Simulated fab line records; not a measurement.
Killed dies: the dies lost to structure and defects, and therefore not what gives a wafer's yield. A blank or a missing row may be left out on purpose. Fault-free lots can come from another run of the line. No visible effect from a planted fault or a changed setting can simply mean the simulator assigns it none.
Code-filled problem report in 8D (eight disciplines) form | flow nand harc | the parts of the form that need people (team, actions taken, sign-off) are left out

## 1. THE PROBLEM
A mean of 1.92 % is read at NHARC_END_SORT_01 for sort_bin_3_pct, taken on 1 wafer of 1 lot, against 0.27 % (standard deviation 0.22) on wafers free of any fault. That puts it +7.5 standard deviations away from the usual mean.
First seen on wafer L220.2, day 20 06:38, on prober-02. Wafers with a number at this step in the record: 13, from 5 lots. By rule, "out" or "out of limits" means more than 4 standard deviations away from the usual mean. The rest of the wafers with a number are treated as sound.

## 2. WHAT IT IS; WHAT IT IS NOT
question                    | is                                                 | is not
which readings at this step | sort_bin_3_pct, sort_bin_2_pct, sort rim yield pct | killed at other, killed at periphery, killed open, killed short, sort_bin_4_pct
which lots                  | L220                                               | L234, L235, L238, L239
which wafers of those lots  | all that have a number                             | -
read on which gauges        | prober-02                                          | prober-01
when                        | from day 20 06:38                                  | up to then (0 sound wafers); but 12 sound wafers of L234, L235, L238, L239 came after

## 3. WHAT RULES OUT EACH SUSPECT
Counting: a tool at any process step up to the reading remains a suspect when it ran all the lots that are out and ran no sound lot after the first of those.
- the gauge at NHARC_END_SORT_01: kept. All the wafers that are out were read on prober-02, and no step on other tools shows them out.
- rie diel-05 at NHARC_A_M1_DESCUM_14 (chemistry O2, time 3 s): ruled out as a lasting fault. Sound lots L238 ran on it after its first lot that is out, L220 (day 18 13:03).
- rie diel-05 at NHARC_A_M1_ETCH_35 (etches the open film in N2/H2, target depth 40 nm, overetch 12 nm, time 43.94 s): ruled out as a lasting fault. Sound lots L238 ran on it after its first lot that is out, L220 (day 18 13:08).
- rie diel-05 at NHARC_A_M1_ETCH_15 (etches the open film in C4F8/Ar, target depth 182.5 nm, time 91.2 s): ruled out as a lasting fault. Sound lots L238 ran on it after its first lot that is out, L220 (day 18 13:14).
- rie diel-08 at NHARC_A_M1_ETCH_28 (etches the open film in CF4/N2, target depth 30 nm, time 72.99 s): ruled out as a lasting fault. Sound lots L234, L238 ran on it after its first lot that is out, L220 (day 18 14:50). Because NHARC_A_M1_ETCH_28 lacks a start for some lots, the hours and order of its lots are taken from NHARC_A_M1_ANNEAL_31.
- pvd sputter-02 at NHARC_A_M1_PVD_20 (deposits TaN, target thk 5 nm, time 8.06 s): ruled out as a lasting fault. Sound lots L238 ran on it after its first lot that is out, L220 (day 18 14:50). Because NHARC_A_M1_PVD_20 lacks a start for some lots, the hours and order of its lots are taken from NHARC_A_M1_ANNEAL_31.
- rtp anneal-01 at NHARC_A_M1_ANNEAL_31 (time 90 s): kept. It ran the lot that is out, L220 (day 18 14:50), and no sound lot after that.
The count leaves prober-02 at NHARC_END_SORT_01 and rtp anneal-01 at NHARC_A_M1_ANNEAL_31.

## 4. THE CAUSE (what the simulator had put in)
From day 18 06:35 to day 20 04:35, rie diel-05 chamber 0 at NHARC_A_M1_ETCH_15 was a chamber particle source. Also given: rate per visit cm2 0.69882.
Counting ruled it out, wrongly: the rule takes a fault to strike every lot that its tool runs from its start on, and this one did not.

## 5. SEQUENCE OF EFFECTS, ordered by route
Rows list readings where the struck wafers' mean (over those with a number) sits beyond 3 standard deviations from the usual. Only readings whose record carries a usual standard deviation are examined. hours: median over the lots of the time between each lot's start at the first step of this table that gives one and its start at this step. sigmas: the change, counted in usual standard deviations.
hours | step              | reading              | usual  | on struck wafers | change | sigmas
0     | NHARC_END_SORT_01 | defect limited yield | 95.5 % | 89.2             | -6.3   | -3.9
0     | NHARC_END_SORT_01 | killed at array      | 27     | 70               | +43    | +3.9
0     | NHARC_END_SORT_01 | killed dies          | 30     | 73               | +43    | +3.9
0     | NHARC_END_SORT_01 | sort_bin_2_pct       | 1.4 %  | 4.9              | +3.5   | +5.1
0     | NHARC_END_SORT_01 | sort_bin_3_pct       | 0.27 % | 1.92             | +1.65  | +7.5
0     | NHARC_END_SORT_01 | sort n pass          | 647    | 604              | -43    | -3.9
0     | NHARC_END_SORT_01 | sort rim yield pct   | 94.3 % | 79.2             | -15.1  | -5.2
0     | NHARC_END_SORT_01 | sort yield pct       | 95.5 % | 89.2             | -6.3   | -3.9

## 6. HOW IT WOULD HAVE BEEN CAUGHT EARLIER
The first out-of-limits reading at a measuring or inspecting step in this record came at day 20 06:38, 48 hours after the fault's start at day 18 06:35.
Tool readings at NHARC_A_M1_ETCH_15 with a usual standard deviation given in the record: none out on any struck wafer, hence no alarm at a limit of 4 standard deviations on them.
